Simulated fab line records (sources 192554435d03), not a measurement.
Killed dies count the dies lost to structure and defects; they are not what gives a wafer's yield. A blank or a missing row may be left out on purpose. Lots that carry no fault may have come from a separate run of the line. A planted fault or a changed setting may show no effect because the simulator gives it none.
What tool caused it? || flow n5_finfet || 72 wafers from 24 lots sampled at 5 of the route's 1938 steps

## WHAT THE GAUGES SHOWED, per wafer
N5_BEOL_M1_THK_MEAS_53: measures by xrf. Usual: M1_THK 39.4 nm, standard deviation 1.7.
{"lot": "L075", "measured": "day 6 09:51", "on": "film_metro-02", "M1_THK (nm)": "37.0 40.9 38.9", "flag": ""}
{"lot": "L074", "measured": "day 6 11:08", "on": "film_metro-01", "M1_THK (nm)": "39.2 40.0 39.2", "flag": ""}
{"lot": "L076", "measured": "day 6 17:50", "on": "film_metro-01", "M1_THK (nm)": "38.2 38.0 39.9", "flag": ""}
{"lot": "L077", "measured": "day 7 01:11", "on": "film_metro-02", "M1_THK (nm)": "38.2 38.2 38.0", "flag": ""}
{"lot": "L078", "measured": "day 7 09:19", "on": "film_metro-01", "M1_THK (nm)": "39.0 38.0 40.0", "flag": ""}
{"lot": "L079", "measured": "day 7 15:47", "on": "film_metro-01", "M1_THK (nm)": "40.6 39.4 40.4", "flag": ""}
{"lot": "L080", "measured": "day 7 18:40", "on": "film_metro-02", "M1_THK (nm)": "37.5 37.1 37.0", "flag": ""}
{"lot": "L081", "measured": "day 8 00:25", "on": "film_metro-01", "M1_THK (nm)": "38.6 42.0 41.1", "flag": ""}
{"lot": "L082", "measured": "day 8 09:47", "on": "film_metro-01", "M1_THK (nm)": "37.5 37.3 36.1", "flag": ""}
{"lot": "L083", "measured": "day 8 12:38", "on": "film_metro-02", "M1_THK (nm)": "38.0 37.8 40.5", "flag": ""}
{"lot": "L084", "measured": "day 9 04:48", "on": "film_metro-02", "M1_THK (nm)": "40.8 40.0 40.8", "flag": ""}
{"lot": "L085", "measured": "day 9 14:44", "on": "film_metro-01", "M1_THK (nm)": "37.9 37.3 40.0", "flag": ""}
{"lot": "L086", "measured": "day 9 21:05", "on": "film_metro-01", "M1_THK (nm)": "39.1 39.0 39.9", "flag": ""}
{"lot": "L087", "measured": "day 10 13:30", "on": "film_metro-01", "M1_THK (nm)": "39.8 42.5 41.6", "flag": ""}
{"lot": "L088", "measured": "day 10 17:30", "on": "film_metro-01", "M1_THK (nm)": "37.6 39.3 40.6", "flag": ""}
{"lot": "L089", "measured": "day 10 19:47", "on": "film_metro-02", "M1_THK (nm)": "39.4 37.7 40.7", "flag": ""}
{"lot": "L091", "measured": "day 10 20:03", "on": "film_metro-01", "M1_THK (nm)": "39.2 42.5 40.3", "flag": ""}
{"lot": "L090", "measured": "day 11 00:26", "on": "film_metro-02", "M1_THK (nm)": "40.9 41.7 42.1", "flag": ""}
{"lot": "L092", "measured": "day 11 01:24", "on": "film_metro-02", "M1_THK (nm)": "37.7 38.5 37.3", "flag": ""}
{"lot": "L093", "measured": "day 11 09:58", "on": "film_metro-02", "M1_THK (nm)": "39.4 41.1 42.2", "flag": ""}
{"lot": "L094", "measured": "day 11 15:37", "on": "film_metro-02", "M1_THK (nm)": "37.6 38.2 38.5", "flag": ""}
{"lot": "L095", "measured": "day 11 19:17", "on": "film_metro-02", "M1_THK (nm)": "37.8 39.7 41.4", "flag": ""}
{"lot": "L096", "measured": "day 12 00:35", "on": "film_metro-01", "M1_THK (nm)": "39.9 42.2 41.8", "flag": ""}
{"lot": "L097", "measured": "day 12 09:02", "on": "film_metro-02", "M1_THK (nm)": "41.0 40.3 42.1", "flag": ""}

N5_BEOL_M2_CD_MEAS_11: target cd 16.79 nm. Usual: cd_nm reads 16.82 nm (standard deviation 0.26).
{"lot": "L075", "measured": "day 6 11:36", "on": "cd_sem-03", "cd_nm (nm)": "16.68 16.70 17.25", "flag": ""}
{"lot": "L074", "measured": "day 6 12:44", "on": "cd_sem-01", "cd_nm (nm)": "17.07 16.65 17.01", "flag": ""}
{"lot": "L076", "measured": "day 6 19:13", "on": "cd_sem-01", "cd_nm (nm)": "16.60 17.12 17.04", "flag": ""}
{"lot": "L077", "measured": "day 7 02:47", "on": "cd_sem-01", "cd_nm (nm)": "16.75 16.41 16.53", "flag": ""}
{"lot": "L078", "measured": "day 7 10:53", "on": "cd_sem-03", "cd_nm (nm)": "16.84 17.04 16.88", "flag": ""}
{"lot": "L079", "measured": "day 7 16:50", "on": "cd_sem-03", "cd_nm (nm)": "16.95 16.80 16.74", "flag": ""}
{"lot": "L080", "measured": "day 7 20:24", "on": "cd_sem-03", "cd_nm (nm)": "16.86 16.62 16.48", "flag": ""}
{"lot": "L081", "measured": "day 8 01:49", "on": "cd_sem-01", "cd_nm (nm)": "17.09 16.99 17.35", "flag": ""}
{"lot": "L082", "measured": "day 8 10:41", "on": "cd_sem-01", "cd_nm (nm)": "16.67 16.54 17.11", "flag": ""}
{"lot": "L083", "measured": "day 8 14:40", "on": "cd_sem-03", "cd_nm (nm)": "16.60 16.87 17.02", "flag": ""}
{"lot": "L084", "measured": "day 9 06:43", "on": "cd_sem-01", "cd_nm (nm)": "16.89 17.08 16.59", "flag": ""}
{"lot": "L085", "measured": "day 9 17:41", "on": "cd_sem-02", "cd_nm (nm)": "16.59 16.79 16.97", "flag": ""}
{"lot": "L086", "measured": "day 9 22:18", "on": "cd_sem-02", "cd_nm (nm)": "17.15 17.09 16.97", "flag": ""}
{"lot": "L087", "measured": "day 10 14:35", "on": "cd_sem-01", "cd_nm (nm)": "16.64 16.63 16.43", "flag": ""}
{"lot": "L088", "measured": "day 10 19:44", "on": "cd_sem-03", "cd_nm (nm)": "16.99 16.96 16.56", "flag": ""}
{"lot": "L089", "measured": "day 10 21:29", "on": "cd_sem-01", "cd_nm (nm)": "17.02 16.52 16.87", "flag": ""}
{"lot": "L091", "measured": "day 10 21:38", "on": "cd_sem-01", "cd_nm (nm)": "16.96 17.38 16.77", "flag": ""}
{"lot": "L090", "measured": "day 11 02:04", "on": "cd_sem-01", "cd_nm (nm)": "16.58 16.35 17.30", "flag": ""}
{"lot": "L092", "measured": "day 11 02:34", "on": "cd_sem-02", "cd_nm (nm)": "17.18 16.60 16.63", "flag": ""}
{"lot": "L093", "measured": "day 11 11:44", "on": "cd_sem-01", "cd_nm (nm)": "16.81 16.81 16.62", "flag": ""}
{"lot": "L094", "measured": "day 11 18:53", "on": "cd_sem-03", "cd_nm (nm)": "16.82 17.04 16.65", "flag": ""}
{"lot": "L095", "measured": "day 11 20:16", "on": "cd_sem-01", "cd_nm (nm)": "16.63 16.59 16.43", "flag": ""}
{"lot": "L096", "measured": "day 12 04:12", "on": "cd_sem-02", "cd_nm (nm)": "16.29 16.75 17.17", "flag": ""}
{"lot": "L097", "measured": "day 12 10:25", "on": "cd_sem-03", "cd_nm (nm)": "17.06 16.77 17.07", "flag": ""}

## EACH LOT AND THE TOOL THAT RAN IT (in order: tool; ch and the chambers of the sampled wafers; start)
{"lot": "L075", "N5_BEOL_M1_DESCUM_33": "rie_diel-04 ch 0,1,2, day 6 02:19", "N5_BEOL_M1_PRE_CLEAN_45": "pvd_sputter-03, day 6 06:16", "N5_BEOL_M1_PRE_CLEAN_60": "cvd_co-01 ch 0,2, day 6 09:54"}
{"lot": "L074", "N5_BEOL_M1_DESCUM_33": "rie_diel-03 ch 2,3, day 6 05:07", "N5_BEOL_M1_PRE_CLEAN_45": "pvd_sputter-01, day 6 07:49", "N5_BEOL_M1_PRE_CLEAN_60": "cvd_co-02 ch 0,1,2, day 6 11:10"}
{"lot": "L076", "N5_BEOL_M1_DESCUM_33": "rie_diel-04 ch 0,1,3, day 6 12:17", "N5_BEOL_M1_PRE_CLEAN_45": "pvd_sputter-01, day 6 13:56", "N5_BEOL_M1_PRE_CLEAN_60": "cvd_co-02 ch 1,2, day 6 17:53"}
{"lot": "L077", "N5_BEOL_M1_DESCUM_33": "rie_diel-03 ch 0,2,3, day 6 18:27", "N5_BEOL_M1_PRE_CLEAN_45": "pvd_sputter-03, day 6 21:55", "N5_BEOL_M1_PRE_CLEAN_60": "cvd_co-01 ch 0,1,2, day 7 01:13"}
{"lot": "L078", "N5_BEOL_M1_DESCUM_33": "rie_diel-01 ch 1,2,3, day 7 04:58", "N5_BEOL_M1_PRE_CLEAN_45": "pvd_sputter-02, day 7 05:58", "N5_BEOL_M1_PRE_CLEAN_60": "cvd_co-01 ch 1,2, day 7 09:22"}
{"lot": "L079", "N5_BEOL_M1_DESCUM_33": "rie_diel-03 ch 0,1,3, day 7 07:29", "N5_BEOL_M1_PRE_CLEAN_45": "pvd_sputter-02, day 7 12:27", "N5_BEOL_M1_PRE_CLEAN_60": "cvd_co-01 ch 0,1,2, day 7 15:49"}
{"lot": "L080", "N5_BEOL_M1_DESCUM_33": "rie_diel-01 ch 2,3, day 7 11:09", "N5_BEOL_M1_PRE_CLEAN_45": "pvd_sputter-02, day 7 15:31", "N5_BEOL_M1_PRE_CLEAN_60": "cvd_co-02 ch 0,2, day 7 18:43"}
{"lot": "L081", "N5_BEOL_M1_DESCUM_33": "rie_diel-03 ch 1,3, day 7 16:58", "N5_BEOL_M1_PRE_CLEAN_45": "pvd_sputter-01, day 7 21:06", "N5_BEOL_M1_PRE_CLEAN_60": "cvd_co-02 ch 0,1, day 8 00:26"}
{"lot": "L082", "N5_BEOL_M1_DESCUM_33": "rie_diel-03 ch 1,2,3, day 8 01:06", "N5_BEOL_M1_PRE_CLEAN_45": "pvd_sputter-01, day 8 06:35", "N5_BEOL_M1_PRE_CLEAN_60": "cvd_co-02 ch 0,1,2, day 8 09:50"}
{"lot": "L083", "N5_BEOL_M1_DESCUM_33": "rie_diel-03 ch 1,2,3, day 8 07:46", "N5_BEOL_M1_PRE_CLEAN_45": "pvd_sputter-01, day 8 09:30", "N5_BEOL_M1_PRE_CLEAN_60": "cvd_co-01 ch 1,2, day 8 12:40"}
{"lot": "L084", "N5_BEOL_M1_DESCUM_33": "rie_diel-04 ch 2,3, day 8 18:51", "N5_BEOL_M1_PRE_CLEAN_45": "pvd_sputter-02, day 9 00:22", "N5_BEOL_M1_PRE_CLEAN_60": "cvd_co-01 ch 1,2, day 9 04:50"}
{"lot": "L085", "N5_BEOL_M1_DESCUM_33": "rie_diel-03 ch 0,1,3, day 9 08:18", "N5_BEOL_M1_PRE_CLEAN_45": "pvd_sputter-03, day 9 11:10", "N5_BEOL_M1_PRE_CLEAN_60": "cvd_co-02 ch 0,1,2, day 9 15:22"}
{"lot": "L086", "N5_BEOL_M1_DESCUM_33": "rie_diel-01 ch 0,1,2, day 9 15:20", "N5_BEOL_M1_PRE_CLEAN_45": "pvd_sputter-03, day 9 17:58", "N5_BEOL_M1_PRE_CLEAN_60": "cvd_co-01 ch 1,2, day 9 21:07"}
{"lot": "L087", "N5_BEOL_M1_DESCUM_33": "rie_diel-04 ch 0,3, day 10 07:58", "N5_BEOL_M1_PRE_CLEAN_45": "pvd_sputter-02, day 10 10:12", "N5_BEOL_M1_PRE_CLEAN_60": "cvd_co-02 ch 0,1,2, day 10 13:35"}
{"lot": "L088", "N5_BEOL_M1_DESCUM_33": "rie_diel-01 ch 0,1,3, day 10 13:16", "N5_BEOL_M1_PRE_CLEAN_45": "pvd_sputter-03, day 10 14:22", "N5_BEOL_M1_PRE_CLEAN_60": "cvd_co-02 ch 1,2, day 10 17:32"}
{"lot": "L089", "N5_BEOL_M1_DESCUM_33": "rie_diel-01 ch 0,2, day 10 15:12", "N5_BEOL_M1_PRE_CLEAN_45": "pvd_sputter-03, day 10 16:43", "N5_BEOL_M1_PRE_CLEAN_60": "cvd_co-02 ch 0,1,2, day 10 19:49"}
{"lot": "L091", "N5_BEOL_M1_DESCUM_33": "rie_diel-03 ch 0,2, day 10 15:46", "N5_BEOL_M1_PRE_CLEAN_45": "pvd_sputter-01, day 10 16:49", "N5_BEOL_M1_PRE_CLEAN_60": "cvd_co-02 ch 0,1,2, day 10 20:06"}
{"lot": "L090", "N5_BEOL_M1_DESCUM_33": "rie_diel-04 ch 1,2,3, day 10 17:31", "N5_BEOL_M1_PRE_CLEAN_45": "pvd_sputter-03, day 10 20:09", "N5_BEOL_M1_PRE_CLEAN_60": "cvd_co-01 ch 0,1, day 11 00:28"}
{"lot": "L092", "N5_BEOL_M1_DESCUM_33": "rie_diel-03 ch 0,2,3, day 10 18:01", "N5_BEOL_M1_PRE_CLEAN_45": "pvd_sputter-02, day 10 22:06", "N5_BEOL_M1_PRE_CLEAN_60": "cvd_co-01 ch 0,1,2, day 11 01:27"}
{"lot": "L093", "N5_BEOL_M1_DESCUM_33": "rie_diel-04 ch 1,3, day 11 02:52", "N5_BEOL_M1_PRE_CLEAN_45": "pvd_sputter-02, day 11 06:43", "N5_BEOL_M1_PRE_CLEAN_60": "cvd_co-01 ch 1,2, day 11 10:01"}
{"lot": "L094", "N5_BEOL_M1_DESCUM_33": "rie_diel-03 ch 1,2,3, day 11 07:42", "N5_BEOL_M1_PRE_CLEAN_45": "pvd_sputter-03, day 11 11:14", "N5_BEOL_M1_PRE_CLEAN_60": "cvd_co-02 ch 0,1,2, day 11 15:40"}
{"lot": "L095", "N5_BEOL_M1_DESCUM_33": "rie_diel-03 ch 2,3, day 11 14:05", "N5_BEOL_M1_PRE_CLEAN_45": "pvd_sputter-03, day 11 15:43", "N5_BEOL_M1_PRE_CLEAN_60": "cvd_co-02 ch 0,2, day 11 19:20"}
{"lot": "L096", "N5_BEOL_M1_DESCUM_33": "rie_diel-04 ch 2,3, day 11 20:18", "N5_BEOL_M1_PRE_CLEAN_45": "pvd_sputter-02, day 11 21:20", "N5_BEOL_M1_PRE_CLEAN_60": "cvd_co-02 ch 0,2, day 12 00:38"}
{"lot": "L097", "N5_BEOL_M1_DESCUM_33": "rie_diel-04 ch 0,1, day 12 01:47", "N5_BEOL_M1_PRE_CLEAN_45": "pvd_sputter-03, day 12 05:46", "N5_BEOL_M1_PRE_CLEAN_60": "cvd_co-02 ch 0,2, day 12 09:11"}
- N5_BEOL_M1_DESCUM_33: chemistry O2, time 7 s.
- N5_BEOL_M1_PRE_CLEAN_45: time 30 s.
- N5_BEOL_M1_PRE_CLEAN_60: time 15 s.

## AS READ BY THE TOOLS THEMSELVES (means over the sampled wafers that have a number; for cases with no such wafer, the mark the record gives instead)
N5_BEOL_M1_DESCUM_33. Usual: drypump_motor_current_A 5.7 A, standard deviation 0.44; oes_product_au 0.77 a.u., standard deviation 0.097; rf_vpp_V 242.7 V, standard deviation 1.4; showerhead_plenum_p_Torr 2.06 Torr, standard deviation 0.07; temp_c 39.98 C, standard deviation 0.1; throttle_valve_pct 20.28 %, standard deviation 0.26.
{"lot": "L075", "tool": "rie_diel-04", "drypump_motor_current_A (A)": 5.9, "oes_product_au (a.u.)": 0.79, "rf_vpp_V (V)": 242.5, "showerhead_plenum_p_Torr (Torr)": 2.04, "temp_c (C)": 40.10, "throttle_valve_pct (%)": 20.24, "flag": ""}
{"lot": "L074", "tool": "rie_diel-03", "drypump_motor_current_A (A)": 5.5, "oes_product_au (a.u.)": 0.68, "rf_vpp_V (V)": 243.9, "showerhead_plenum_p_Torr (Torr)": 2.09, "temp_c (C)": 40.07, "throttle_valve_pct (%)": 20.45, "flag": ""}
{"lot": "L076", "tool": "rie_diel-04", "drypump_motor_current_A (A)": 5.6, "oes_product_au (a.u.)": 0.72, "rf_vpp_V (V)": 242.2, "showerhead_plenum_p_Torr (Torr)": 1.99, "temp_c (C)": 39.93, "throttle_valve_pct (%)": 20.35, "flag": ""}
{"lot": "L077", "tool": "rie_diel-03", "drypump_motor_current_A (A)": 5.6, "oes_product_au (a.u.)": 0.69, "rf_vpp_V (V)": 243.8, "showerhead_plenum_p_Torr (Torr)": 2.08, "temp_c (C)": 40.09, "throttle_valve_pct (%)": 20.30, "flag": ""}
{"lot": "L078", "tool": "rie_diel-01", "drypump_motor_current_A (A)": 5.5, "oes_product_au (a.u.)": 0.80, "rf_vpp_V (V)": 242.9, "showerhead_plenum_p_Torr (Torr)": 2.08, "temp_c (C)": 39.99, "throttle_valve_pct (%)": 20.18, "flag": ""}
{"lot": "L079", "tool": "rie_diel-03", "drypump_motor_current_A (A)": 6.0, "oes_product_au (a.u.)": 0.68, "rf_vpp_V (V)": 242.5, "showerhead_plenum_p_Torr (Torr)": 2.09, "temp_c (C)": 39.93, "throttle_valve_pct (%)": 20.47, "flag": ""}
{"lot": "L080", "tool": "rie_diel-01", "drypump_motor_current_A (A)": 5.5, "oes_product_au (a.u.)": 0.77, "rf_vpp_V (V)": 243.7, "showerhead_plenum_p_Torr (Torr)": 2.13, "temp_c (C)": 39.94, "throttle_valve_pct (%)": 20.22, "flag": ""}
{"lot": "L081", "tool": "rie_diel-03", "drypump_motor_current_A (A)": 6.1, "oes_product_au (a.u.)": 0.69, "rf_vpp_V (V)": 243.4, "showerhead_plenum_p_Torr (Torr)": 2.12, "temp_c (C)": 39.97, "throttle_valve_pct (%)": 20.70, "flag": ""}
{"lot": "L082", "tool": "rie_diel-03", "drypump_motor_current_A (A)": 5.7, "oes_product_au (a.u.)": 0.78, "rf_vpp_V (V)": 243.6, "showerhead_plenum_p_Torr (Torr)": 2.11, "temp_c (C)": 39.95, "throttle_valve_pct (%)": 20.43, "flag": ""}
{"lot": "L083", "tool": "rie_diel-03", "drypump_motor_current_A (A)": 5.7, "oes_product_au (a.u.)": 0.77, "rf_vpp_V (V)": 244.0, "showerhead_plenum_p_Torr (Torr)": 2.11, "temp_c (C)": 39.88, "throttle_valve_pct (%)": 20.42, "flag": ""}
{"lot": "L084", "tool": "rie_diel-04", "drypump_motor_current_A (A)": 5.5, "oes_product_au (a.u.)": 0.75, "rf_vpp_V (V)": 242.2, "showerhead_plenum_p_Torr (Torr)": 2.03, "temp_c (C)": 39.92, "throttle_valve_pct (%)": 20.15, "flag": ""}
{"lot": "L085", "tool": "rie_diel-03", "drypump_motor_current_A (A)": 6.0, "oes_product_au (a.u.)": 0.68, "rf_vpp_V (V)": 243.4, "showerhead_plenum_p_Torr (Torr)": 2.08, "temp_c (C)": 39.95, "throttle_valve_pct (%)": 20.48, "flag": ""}
{"lot": "L086", "tool": "rie_diel-01", "drypump_motor_current_A (A)": 5.3, "oes_product_au (a.u.)": 0.84, "rf_vpp_V (V)": 242.2, "showerhead_plenum_p_Torr (Torr)": 2.04, "temp_c (C)": 40.01, "throttle_valve_pct (%)": 20.16, "flag": ""}
{"lot": "L087", "tool": "rie_diel-04", "drypump_motor_current_A (A)": 5.4, "oes_product_au (a.u.)": 0.68, "rf_vpp_V (V)": 241.6, "showerhead_plenum_p_Torr (Torr)": 2.00, "temp_c (C)": 39.95, "throttle_valve_pct (%)": 20.39, "flag": ""}
{"lot": "L088", "tool": "rie_diel-01", "drypump_motor_current_A (A)": 5.4, "oes_product_au (a.u.)": 0.82, "rf_vpp_V (V)": 242.5, "showerhead_plenum_p_Torr (Torr)": 2.08, "temp_c (C)": 40.13, "throttle_valve_pct (%)": 20.12, "flag": ""}
{"lot": "L089", "tool": "rie_diel-01", "drypump_motor_current_A (A)": 5.0, "oes_product_au (a.u.)": 0.86, "rf_vpp_V (V)": 242.8, "showerhead_plenum_p_Torr (Torr)": 2.05, "temp_c (C)": 40.02, "throttle_valve_pct (%)": 20.16, "flag": ""}
{"lot": "L091", "tool": "rie_diel-03", "drypump_motor_current_A (A)": 5.7, "oes_product_au (a.u.)": 0.75, "rf_vpp_V (V)": 243.0, "showerhead_plenum_p_Torr (Torr)": 2.06, "temp_c (C)": 39.98, "throttle_valve_pct (%)": 20.06, "flag": ""}
{"lot": "L090", "tool": "rie_diel-04", "drypump_motor_current_A (A)": 5.7, "oes_product_au (a.u.)": 0.76, "rf_vpp_V (V)": 241.0, "showerhead_plenum_p_Torr (Torr)": 2.01, "temp_c (C)": 39.91, "throttle_valve_pct (%)": 20.17, "flag": ""}
{"lot": "L092", "tool": "rie_diel-03", "drypump_motor_current_A (A)": 5.6, "oes_product_au (a.u.)": 0.75, "rf_vpp_V (V)": 242.5, "showerhead_plenum_p_Torr (Torr)": 2.07, "temp_c (C)": 39.98, "throttle_valve_pct (%)": 20.22, "flag": ""}
{"lot": "L093", "tool": "rie_diel-04", "drypump_motor_current_A (A)": 5.5, "oes_product_au (a.u.)": 0.72, "rf_vpp_V (V)": 241.0, "showerhead_plenum_p_Torr (Torr)": 1.94, "temp_c (C)": 40.12, "throttle_valve_pct (%)": 20.27, "flag": ""}
{"lot": "L094", "tool": "rie_diel-03", "drypump_motor_current_A (A)": 5.7, "oes_product_au (a.u.)": 0.83, "rf_vpp_V (V)": 242.5, "showerhead_plenum_p_Torr (Torr)": 2.10, "temp_c (C)": 39.94, "throttle_valve_pct (%)": 20.35, "flag": ""}
{"lot": "L095", "tool": "rie_diel-03", "drypump_motor_current_A (A)": 5.2, "oes_product_au (a.u.)": 0.83, "rf_vpp_V (V)": 242.9, "showerhead_plenum_p_Torr (Torr)": 2.09, "temp_c (C)": 40.00, "throttle_valve_pct (%)": 20.18, "flag": ""}
{"lot": "L096", "tool": "rie_diel-04", "drypump_motor_current_A (A)": 5.9, "oes_product_au (a.u.)": 0.79, "rf_vpp_V (V)": 242.7, "showerhead_plenum_p_Torr (Torr)": 2.07, "temp_c (C)": 40.05, "throttle_valve_pct (%)": 20.08, "flag": ""}
{"lot": "L097", "tool": "rie_diel-04", "drypump_motor_current_A (A)": 5.7, "oes_product_au (a.u.)": 0.82, "rf_vpp_V (V)": 240.1, "showerhead_plenum_p_Torr (Torr)": 1.96, "temp_c (C)": 40.03, "throttle_valve_pct (%)": 20.29, "flag": ""}

N5_BEOL_M1_PRE_CLEAN_45. Usual: heater_power_w reads 348 W (standard deviation 17).
{"lot": "L075", "tool": "pvd_sputter-03", "heater_power_w (W)": 361, "flag": ""}
{"lot": "L074", "tool": "pvd_sputter-01", "heater_power_w (W)": 333, "flag": ""}
{"lot": "L076", "tool": "pvd_sputter-01", "heater_power_w (W)": 364, "flag": ""}
{"lot": "L077", "tool": "pvd_sputter-03", "heater_power_w (W)": 362, "flag": ""}
{"lot": "L078", "tool": "pvd_sputter-02", "heater_power_w (W)": 349, "flag": ""}
{"lot": "L079", "tool": "pvd_sputter-02", "heater_power_w (W)": 351, "flag": ""}
{"lot": "L080", "tool": "pvd_sputter-02", "heater_power_w (W)": 351, "flag": ""}
{"lot": "L081", "tool": "pvd_sputter-01", "heater_power_w (W)": 347, "flag": ""}
{"lot": "L082", "tool": "pvd_sputter-01", "heater_power_w (W)": 336, "flag": ""}
{"lot": "L083", "tool": "pvd_sputter-01", "heater_power_w (W)": 344, "flag": ""}
{"lot": "L084", "tool": "pvd_sputter-02", "heater_power_w (W)": 357, "flag": ""}
{"lot": "L085", "tool": "pvd_sputter-03", "heater_power_w (W)": 351, "flag": ""}
{"lot": "L086", "tool": "pvd_sputter-03", "heater_power_w (W)": 337, "flag": ""}
{"lot": "L087", "tool": "pvd_sputter-02", "heater_power_w (W)": 352, "flag": ""}
{"lot": "L088", "tool": "pvd_sputter-03", "heater_power_w (W)": 356, "flag": ""}
{"lot": "L089", "tool": "pvd_sputter-03", "heater_power_w (W)": 357, "flag": ""}
{"lot": "L091", "tool": "pvd_sputter-01", "heater_power_w (W)": 353, "flag": ""}
{"lot": "L090", "tool": "pvd_sputter-03", "heater_power_w (W)": 358, "flag": ""}
{"lot": "L092", "tool": "pvd_sputter-02", "heater_power_w (W)": 347, "flag": ""}
{"lot": "L093", "tool": "pvd_sputter-02", "heater_power_w (W)": 350, "flag": ""}
{"lot": "L094", "tool": "pvd_sputter-03", "heater_power_w (W)": 336, "flag": ""}
{"lot": "L095", "tool": "pvd_sputter-03", "heater_power_w (W)": 344, "flag": ""}
{"lot": "L096", "tool": "pvd_sputter-02", "heater_power_w (W)": 347, "flag": ""}
{"lot": "L097", "tool": "pvd_sputter-03", "heater_power_w (W)": 361, "flag": ""}

N5_BEOL_M1_PRE_CLEAN_60. Usual: heater_power_w reads 86 W (standard deviation 13).
{"lot": "L075", "tool": "cvd_co-01", "heater_power_w (W)": 98, "flag": ""}
{"lot": "L074", "tool": "cvd_co-02", "heater_power_w (W)": 84, "flag": ""}
{"lot": "L076", "tool": "cvd_co-02", "heater_power_w (W)": 76, "flag": ""}
{"lot": "L077", "tool": "cvd_co-01", "heater_power_w (W)": 93, "flag": ""}
{"lot": "L078", "tool": "cvd_co-01", "heater_power_w (W)": 92, "flag": ""}
{"lot": "L079", "tool": "cvd_co-01", "heater_power_w (W)": 91, "flag": ""}
{"lot": "L080", "tool": "cvd_co-02", "heater_power_w (W)": 78, "flag": ""}
{"lot": "L081", "tool": "cvd_co-02", "heater_power_w (W)": 94, "flag": ""}
{"lot": "L082", "tool": "cvd_co-02", "heater_power_w (W)": 84, "flag": ""}
{"lot": "L083", "tool": "cvd_co-01", "heater_power_w (W)": 94, "flag": ""}
{"lot": "L084", "tool": "cvd_co-01", "heater_power_w (W)": 92, "flag": ""}
{"lot": "L085", "tool": "cvd_co-02", "heater_power_w (W)": 83, "flag": ""}
{"lot": "L086", "tool": "cvd_co-01", "heater_power_w (W)": 85, "flag": ""}
{"lot": "L087", "tool": "cvd_co-02", "heater_power_w (W)": 84, "flag": ""}
{"lot": "L088", "tool": "cvd_co-02", "heater_power_w (W)": 88, "flag": ""}
{"lot": "L089", "tool": "cvd_co-02", "heater_power_w (W)": 83, "flag": ""}
{"lot": "L091", "tool": "cvd_co-02", "heater_power_w (W)": 83, "flag": ""}
{"lot": "L090", "tool": "cvd_co-01", "heater_power_w (W)": 92, "flag": ""}
{"lot": "L092", "tool": "cvd_co-01", "heater_power_w (W)": 93, "flag": ""}
{"lot": "L093", "tool": "cvd_co-01", "heater_power_w (W)": 87, "flag": ""}
{"lot": "L094", "tool": "cvd_co-02", "heater_power_w (W)": 83, "flag": ""}
{"lot": "L095", "tool": "cvd_co-02", "heater_power_w (W)": 81, "flag": ""}
{"lot": "L096", "tool": "cvd_co-02", "heater_power_w (W)": 82, "flag": ""}
{"lot": "L097", "tool": "cvd_co-02", "heater_power_w (W)": 80, "flag": ""}

## THE ANSWER, worked out from the rows above alone
Rule: a lot counts as off when the mean over its wafers that have a number is more than 3 standard deviations away from the usual mean. Also off: a lot with no number at a reading for which 4 or more lots have one. All remaining lots with rows at the step are treated as sound. The gauges are gone through in route order, then the tools' own readings, and for those a lot's mean is taken as printed above. The first step at which some lot is off is used, and at that step the reading that is off furthest; a lot without a number counts as furthest.
Across all readings shown, no lot is off: no conclusion can be drawn from this.

## WHAT HAD BEEN PUT IN BY THE SIMULATOR
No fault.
